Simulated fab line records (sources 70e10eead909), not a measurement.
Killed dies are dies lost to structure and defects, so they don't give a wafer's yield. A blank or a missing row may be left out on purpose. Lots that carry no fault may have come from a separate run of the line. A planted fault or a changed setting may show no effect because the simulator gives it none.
Chamber matching | flow nand-harc | NHARC_A_CHANNEL_FILL_D1_ALD_16 on ald-hk-02 has 4 sister chambers
The step deposits SiO2, target thk 1.5 nm, pulse time 10 s, ald cycles 15. 8 wafers are shown with their chamber, then 11 later ones without.

## WAFERS, EACH WITH ITS CHAMBER
wafer  | chamber | heater-power-w (W) | precursor-pulse-height-rel
L078.4 | 0       | 554                | 0.975
L081.3 | 0       | 555                | 1.007
L085.4 | 3       | 435                | 0.994
L085.5 | 3       | 441                | 0.986
L086.2 | 2       | 455                | 1.012
L086.5 | 2       | 441                | 0.969
L086.6 | 1       | 488                | 1.020
L087.2 | 1       | 469                | 1.021

## WAFERS WHOSE CHAMBER IS MISSING
wafer  | heater-power-w (W) | precursor-pulse-height-rel
L087.3 | 429                | 0.996
L087.4 | 560                | 0.991
L090.1 | 578                | 0.994
L090.2 | 453                | 0.989
L090.3 | 479                | 0.982
L093.2 | 489                | 0.989
L093.3 | 571                | 1.039
L093.4 | 455                | 1.014
L094.2 | 420                | 1.009
L094.4 | 572                | 0.980
L094.5 | 407                | 0.997

## WHICH CHAMBER EACH WENT THROUGH
wafer  | from the rows above          | in truth
L087.3 | can't be placed: 3 or 2      | 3
L087.4 | 0                            | 0
L090.1 | 0                            | 0
L090.2 | can't be placed: 2 or 3      | 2
L090.3 | can't be placed: 1 or 2      | 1
L093.2 | 1                            | 1
L093.3 | 0                            | 0
L093.4 | can't be placed: 2 or 3 or 1 | 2
L094.2 | can't be placed: 3 or 2      | 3
L094.4 | 0                            | 0
L094.5 | can't be placed: 3 or 2      | 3
Placed correctly: 5 of 11. Cannot be placed on the basis of these rows: 6; the candidates contain the true chamber in 6. 0 placed wrongly.
How it was worked out, from the rows above alone: a wafer's distance from a chamber is the root of the sum, over the readings, of the square of ((its reading less the chamber's mean) divided by the reading's scatter). If the next closest chamber is less than 2 further off than the closest, the wafer can't be placed; otherwise it belongs to the closest. The mean given for a chamber averages the wafers shown for that chamber. The scatter: the root of (the sum of the squares of (reading less its chamber's mean) over the shown wafers, divided by (wafers less chambers)).
